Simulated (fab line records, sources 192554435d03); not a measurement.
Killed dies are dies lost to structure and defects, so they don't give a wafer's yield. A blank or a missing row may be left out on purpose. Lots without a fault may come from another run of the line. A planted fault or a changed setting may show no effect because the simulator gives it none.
fab line records | flow n5_finfet | part 2 of 2: steps 22 to 22 of 22
record lots=5 wafers=15 last_day=16
route steps=1938 shown GATE_CUT@480 BEOL_M4@1111 PASSIVATION@1936
lots that met no fault: from a run of the same line without faults
start_h: hours from the record's first day to the start of the lot's first wafer shown | wait_h: hours since the lot's step before | " the same as in the row above | L1.1+2: a row that stands for several wafers | - no value, or no start given | * or withheld: withheld | < > ~ a bound
route shown NAME@n: a module of which the file shows steps, and the number in the route of the first | usual: mean/standard deviation of fault-free wafers | same: alike in all rows | chamber/n: place in a boat | sites: the reading at each site | _std_site: their standard deviation | _edge_site: outer sites' mean less inner sites' | radius_mm: how far each site lies from the wafer's centre | mask NAME#n: copy n | behind: the tool/chamber that last shaped the wafer | hold: why the lot was held/for how many hours/how that ended | device: the transistor (n, p or np) that didn't switch | end of line: the same wafers' tests at the end of the route | a step without rows: its recipe alone | killed: dies lost to structure and defects at the first sort, not the wafer's yield | map: a wafer's dies, x killed, . not, _ none there
set.NAME: the setting as run; set.NAME@STEP: as run at that earlier step | model.NAME: the simulator's own value behind a step, which no gauge read
lots at some steps of the route; a table a step, a row a wafer
services: from which hour (start_h, from the record's first day; less than 0 if before it) a tool's chamber was out of use, for how many hours, and why
## steps
# step N5_PASSIVATION_PROBE_49
# usual killed_at_M0_to_M3=33/9.9 killed_at_M4_up=14/6.4 killed_at_contacts=12/7 killed_at_front_end=41/13 killed_at_other=3.1/2.9 killed_dies=103/20 killed_on_rim=13/4 killed_open=67/14 killed_short=34/9.4
# same gross_dies=1180 killed_at_back_side=0
# columns lot.wafer tool chamber start_h wait_h killed_at_M0_to_M3 killed_at_M4_up killed_at_contacts killed_at_front_end killed_at_other killed_dies killed_on_rim killed_open killed_short
L976.3 prober-01 - 345.55 0.1 33 33 15 1094 5 1180 152 91 36
L976.4 prober-01 - 345.60 0.2 24 24 19 1112 1 1180 152 74 20
L976.5 prober-01 - 345.65 0.2 24 12 14 1127 3 1180 152 64 27
L977.1 prober-02 - 351.40 0.0 30 11 10 1124 5 1180 152 50 27
L977.2 prober-02 - 351.45 0.1 31 5 2 1141 1 1180 152 44 25
L977.3 prober-02 - 351.50 0.1 37 11 14 1116 2 1180 152 59 35
L978.2 prober-01 - 362.93 0.1 39 18 30 1089 4 1180 152 116 63
L978.4 prober-01 - 363.03 0.2 45 7 13 1111 4 1180 152 66 41
L978.6 prober-01 - 363.13 0.3 57 12 25 1075 11 1180 152 102 64
L980.3 prober-02 - 395.21 0.1 15 15 17 48 3 98 19 60 35
L980.4 prober-02 - 395.26 0.2 29 8 15 36 7 95 13 57 36
L980.6 prober-02 - 395.36 0.3 25 8 12 27 2 74 10 49 23
# killed by level:class
L976.3 GATE_CUT:area_etch=1050 BEOL_M4:geometric_particle:open=16 MOL_CONTACT_COAG:geometric_particle:open=13 DUMMY_GATE:geometric_particle:open=12 BEOL_M0_SAQP:geometric_particle:short=9 BEOL_M1:geometric_particle:open=8 STARTING-WAFER:geometric_particle:short=7 BEOL_M0_SAQP:geometric_particle:open=7
L976.4 GATE_CUT:area_etch=1085 MOL_CONTACT_COAG:geometric_particle:open=13 BEOL_M4:geometric_particle:open=11 FIN_SAQP:geometric_particle:open=8 BEOL_M3:geometric_particle:open=7 DUMMY_GATE:geometric_particle:open=6 BEOL_M0_SAQP:geometric_particle:short=6 MOL_CONTACT_COAG:geometric_particle:short=5
L976.5 GATE_CUT:area_etch=1089 FIN_SAQP:geometric_particle:open=13 MOL_CONTACT_COAG:geometric_particle:open=12 BEOL_M2:geometric_particle:open=8 FIN_SAQP:geometric_particle:short=6 BEOL_M0_SAQP:geometric_particle:open=5 BEOL_M4:geometric_particle:open=5 STI_FIN_REVEAL:geometric_particle:open=4
L977.1 GATE_CUT:area_etch=1102 BEOL_M2:geometric_particle:open=9 MOL_CONTACT_COAG:geometric_particle:open=6 BEOL_M4:geometric_particle:open=6 BEOL_M0_SAQP:geometric_particle:open=5 FIN_SAQP:geometric_particle:short=4 MOL_CONTACT_COAG:geometric_particle:short=4 BEOL_M0_SAQP:geometric_particle:short=4
L977.2 GATE_CUT:area_etch=1111 BEOL_M2:geometric_particle:open=9 FIN_SAQP:geometric_particle:short=8 DUMMY_GATE:geometric_particle:open=7 BEOL_M0_SAQP:geometric_particle:open=7 BEOL_M0_SAQP:geometric_particle:short=6 STI_FIN_REVEAL:geometric_particle:open=4 FIN_SAQP:geometric_particle:open=3
L977.3 GATE_CUT:area_etch=1086 MOL_CONTACT_COAG:geometric_particle:open=11 FIN_SAQP:geometric_particle:open=9 FIN_SAQP:geometric_particle:short=9 BEOL_M0_SAQP:geometric_particle:short=9 BEOL_M1:geometric_particle:open=8 BEOL_M4:geometric_particle:open=7 BEOL_M0_SAQP:geometric_particle:open=5
L978.2 GATE_CUT:area_etch=1000 STI_FIN_REVEAL:geometric_particle:open=37 MOL_CONTACT_COAG:geometric_particle:open=24 FIN_SAQP:geometric_particle:short=11 FIN_SAQP:geometric_particle:open=10 GATE_CUT:geometric_particle:short=9 BEOL_M0_SAQP:geometric_particle:short=8 STI_FIN_REVEAL:geometric_particle:short=7
L978.4 GATE_CUT:area_etch=1072 BEOL_M2:geometric_particle:open=16 GATE_CUT:geometric_particle:short=13 MOL_CONTACT_COAG:geometric_particle:open=10 BEOL_M3:geometric_particle:open=7 STI_FIN_REVEAL:geometric_particle:open=5 BEOL_M0_SAQP:geometric_particle:short=5 BEOL_M1:geometric_particle:open=5
L978.6 GATE_CUT:area_etch=1013 BEOL_M0_SAQP:geometric_particle:short=20 STI_FIN_REVEAL:geometric_particle:open=20 MOL_CONTACT_COAG:geometric_particle:open=20 BEOL_M0_SAQP:geometric_particle:open=14 FIN_SAQP:geometric_particle:open=9 FIN_SAQP:geometric_particle:short=9 GATE_CUT:geometric_particle:short=7
L980.3 FIN_SAQP:geometric_particle:short=19 MOL_CONTACT_COAG:geometric_particle:open=14 FIN_SAQP:geometric_particle:open=12 BEOL_M4:geometric_particle:open=8 BEOL_M2:geometric_particle:open=5 STARTING-WAFER:geometric_particle:open=5 GATE_CUT:geometric_particle:short=4 BEOL_M0_SAQP:geometric_particle:open=4
L980.4 MOL_CONTACT_COAG:geometric_particle:open=14 GATE_CUT:geometric_particle:short=9 FIN_SAQP:geometric_particle:open=7 BEOL_M0_SAQP:geometric_particle:short=7 BEOL_M0_SAQP:geometric_particle:open=7 BEOL_M2:geometric_particle:open=6 FIN_SAQP:geometric_particle:short=5 BEOL_M4:geometric_particle:open=4
L980.6 MOL_CONTACT_COAG:geometric_particle:open=11 BEOL_M0_SAQP:geometric_particle:open=8 FIN_SAQP:geometric_particle:short=6 FIN_SAQP:geometric_particle:open=4 BEOL_M2:geometric_particle:open=4 GATE_CUT:geometric_particle:open=3 STI_FIN_REVEAL:geometric_particle:open=3 BEOL_M3:geometric_particle:open=3
# map L976.3 (x killed, . not)
_________________xxxxxxxxxxxx________________
______________xxxxxxxxxxxxxxxxxx_____________
___________xxxxxxxxxxxxxxxxxxxxxxxx__________
__________xxxxxxxxxxxxxxxxxxxxxxxxxx_________
________xxxxxxxxxxxxxxxxxxxxxxxxxxxxxx_______
_______xxxxxxxxxxxxxxxxxxxxxxxxxxxxxxxx______
______xxxxxxxxxxxxxxxxxxxxxxxxxxxxxxxxxx_____
_____xxxxxxxxxxxxxxxxxxxxxxxxxxxxxxxxxxxx____
____xxxxxxxxxxxxxxxxxxxxxxxxxxxxxxxxxxxxxx___
___xxxxxxxxxxxxxxxxxxxxxxxxxxxxxxxxxxxxxxxx__
___xxxxxxxxxxxxxxxxxxxxxxxxxxxxxxxxxxxxxxxx__
__xxxxxxxxxxxxxxxxxxxxxxxxxxxxxxxxxxxxxxxxxx_
__xxxxxxxxxxxxxxxxxxxxxxxxxxxxxxxxxxxxxxxxxx_
_xxxxxxxxxxxxxxxxxxxxxxxxxxxxxxxxxxxxxxxxxxxx
_xxxxxxxxxxxxxxxxxxxxxxxxxxxxxxxxxxxxxxxxxxxx
_xxxxxxxxxxxxxxxxxxxxxxxxxxxxxxxxxxxxxxxxxxxx
_xxxxxxxxxxxxxxxxxxxxxxxxxxxxxxxxxxxxxxxxxxxx
_xxxxxxxxxxxxxxxxxxxxxxxxxxxxxxxxxxxxxxxxxxxx
_xxxxxxxxxxxxxxxxxxxxxxxxxxxxxxxxxxxxxxxxxxxx
_xxxxxxxxxxxxxxxxxxxxxxxxxxxxxxxxxxxxxxxxxxxx
_xxxxxxxxxxxxxxxxxxxxxxxxxxxxxxxxxxxxxxxxxxxx
__xxxxxxxxxxxxxxxxxxxxxxxxxxxxxxxxxxxxxxxxxx_
__xxxxxxxxxxxxxxxxxxxxxxxxxxxxxxxxxxxxxxxxxx_
___xxxxxxxxxxxxxxxxxxxxxxxxxxxxxxxxxxxxxxxx__
___xxxxxxxxxxxxxxxxxxxxxxxxxxxxxxxxxxxxxxxx__
____xxxxxxxxxxxxxxxxxxxxxxxxxxxxxxxxxxxxxx___
_____xxxxxxxxxxxxxxxxxxxxxxxxxxxxxxxxxxxx____
______xxxxxxxxxxxxxxxxxxxxxxxxxxxxxxxxxx_____
_______xxxxxxxxxxxxxxxxxxxxxxxxxxxxxxxx______
________xxxxxxxxxxxxxxxxxxxxxxxxxxxxxx_______
__________xxxxxxxxxxxxxxxxxxxxxxxxxx_________
___________xxxxxxxxxxxxxxxxxxxxxxxx__________
______________xxxxxxxxxxxxxxxxxx_____________
_________________xxxxxxxxxxxx________________
# map L977.1 (x killed, . not)
_________________xxxxxxxxxxxx________________
______________xxxxxxxxxxxxxxxxxx_____________
___________xxxxxxxxxxxxxxxxxxxxxxxx__________
__________xxxxxxxxxxxxxxxxxxxxxxxxxx_________
________xxxxxxxxxxxxxxxxxxxxxxxxxxxxxx_______
_______xxxxxxxxxxxxxxxxxxxxxxxxxxxxxxxx______
______xxxxxxxxxxxxxxxxxxxxxxxxxxxxxxxxxx_____
_____xxxxxxxxxxxxxxxxxxxxxxxxxxxxxxxxxxxx____
____xxxxxxxxxxxxxxxxxxxxxxxxxxxxxxxxxxxxxx___
___xxxxxxxxxxxxxxxxxxxxxxxxxxxxxxxxxxxxxxxx__
___xxxxxxxxxxxxxxxxxxxxxxxxxxxxxxxxxxxxxxxx__
__xxxxxxxxxxxxxxxxxxxxxxxxxxxxxxxxxxxxxxxxxx_
__xxxxxxxxxxxxxxxxxxxxxxxxxxxxxxxxxxxxxxxxxx_
_xxxxxxxxxxxxxxxxxxxxxxxxxxxxxxxxxxxxxxxxxxxx
_xxxxxxxxxxxxxxxxxxxxxxxxxxxxxxxxxxxxxxxxxxxx
_xxxxxxxxxxxxxxxxxxxxxxxxxxxxxxxxxxxxxxxxxxxx
_xxxxxxxxxxxxxxxxxxxxxxxxxxxxxxxxxxxxxxxxxxxx
_xxxxxxxxxxxxxxxxxxxxxxxxxxxxxxxxxxxxxxxxxxxx
_xxxxxxxxxxxxxxxxxxxxxxxxxxxxxxxxxxxxxxxxxxxx
_xxxxxxxxxxxxxxxxxxxxxxxxxxxxxxxxxxxxxxxxxxxx
_xxxxxxxxxxxxxxxxxxxxxxxxxxxxxxxxxxxxxxxxxxxx
__xxxxxxxxxxxxxxxxxxxxxxxxxxxxxxxxxxxxxxxxxx_
__xxxxxxxxxxxxxxxxxxxxxxxxxxxxxxxxxxxxxxxxxx_
___xxxxxxxxxxxxxxxxxxxxxxxxxxxxxxxxxxxxxxxx__
___xxxxxxxxxxxxxxxxxxxxxxxxxxxxxxxxxxxxxxxx__
____xxxxxxxxxxxxxxxxxxxxxxxxxxxxxxxxxxxxxx___
_____xxxxxxxxxxxxxxxxxxxxxxxxxxxxxxxxxxxx____
______xxxxxxxxxxxxxxxxxxxxxxxxxxxxxxxxxx_____
_______xxxxxxxxxxxxxxxxxxxxxxxxxxxxxxxx______
________xxxxxxxxxxxxxxxxxxxxxxxxxxxxxx_______
__________xxxxxxxxxxxxxxxxxxxxxxxxxx_________
___________xxxxxxxxxxxxxxxxxxxxxxxx__________
______________xxxxxxxxxxxxxxxxxx_____________
_________________xxxxxxxxxxxx________________
## services
# columns tool chamber start_h hours kind
rie_diel-04 2 77.28 6.0 repair
rie_metal-01 - 96.00 1.4 pm
rie_metal-03 - 112.60 2.8 pm
rie_metal-02 0 113.13 4.5 repair
rie_metal-03 - 129.22 1.4 pm
rie_diel-02 2 131.19 - clean
rie_diel-02 2 131.19 - consumable_replace:focus_ring
rie_diel-02 2 131.19 24.2 scheduled_down
rie_diel-02 2 131.19 24.2 vent_cycle
rie_diel-04 3 133.61 22.5 repair
rie_metal-01 0 155.68 - clean
rie_metal-01 0 155.68 24.3 scheduled_down
rie_metal-01 0 155.68 24.3 vent_cycle
rie_metal-03 1 162.41 - clean
rie_metal-03 1 162.41 16.8 scheduled_down
rie_metal-03 1 162.41 16.8 vent_cycle
rie_metal-01 - 179.36 0.6 repair
## key
first_sign step=N5_GATE_CUT_ETCH_36 reading=tool_record direction=missing
effect step=N5_GATE_CUT_ETCH_37 reading=oes_product_au direction=down sigmas=7.8 usual=0.71 struck=0.30
effect step=N5_GATE_CUT_HM_OPEN_40 reading=etch_rf_on_time_s direction=up sigmas=57 usual=* struck=*
effect step=N5_GATE_CUT_ETCH_19 reading=etch_rf_on_time_s direction=up sigmas=99+ usual=* struck=*
effect step=N5_GATE_CUT_CUT_ETCH_53 reading=etch_rf_on_time_s direction=up sigmas=17 usual=* struck=*
effect step=N5_GATE_CUT_CUT_ETCH_54 reading=etch_rf_on_time_s direction=up sigmas=17 usual=* struck=*
effect step=N5_GATE_CUT_CUT_ETCH_55 reading=oes_product_au direction=down sigmas=4 usual=0.78 struck=0.26
effect step=N5_PASSIVATION_PROBE_49 reading=killed_at_front_end direction=up sigmas=82 usual=41 struck=1110
model_effect step=N5_GATE_CUT_ETCH_36 value=CAR-EUV_of_GATE_CUT_COAT_07.thk_nm without=6.844 struck=14.6
more_kills_born_at N5_GATE_CUT_ETCH_36@rie_diel-02=6384 N5_GATE_CUT_ETCH_36@rie_diel-04=3224
met_at N5_GATE_CUT_ETCH_36
struck_wafers L976.3,L976.4,L976.5,L977.1,L977.2,L977.3,L978.2,L978.4,L978.6
later_rows_left_out L976.3,L976.4,L976.5,L977.1,L977.2,L977.3,L978.2,L978.4,L978.6
tester_left_out L976,L977,L978
onset_between 99.73 160.44
fault kind=skipped_step_whole tool=rie_diel-02,rie_diel-04 chamber=- onset_h=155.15 steps=N5_GATE_CUT_ETCH_36 scope=struck_lots_only
# tester_left_out: of these lots the tester's yield and bins aren't shown, on N5 and GAA mostly nor the transistor test; their killed dies are dies lost to structure and defects alone, not to doping, threshold or leakage, so they don't give the yield
# later_rows_left_out: the simulator's readings of these wafers behind a module that went badly wrong aren't trusted and aren't shown, but for the sort
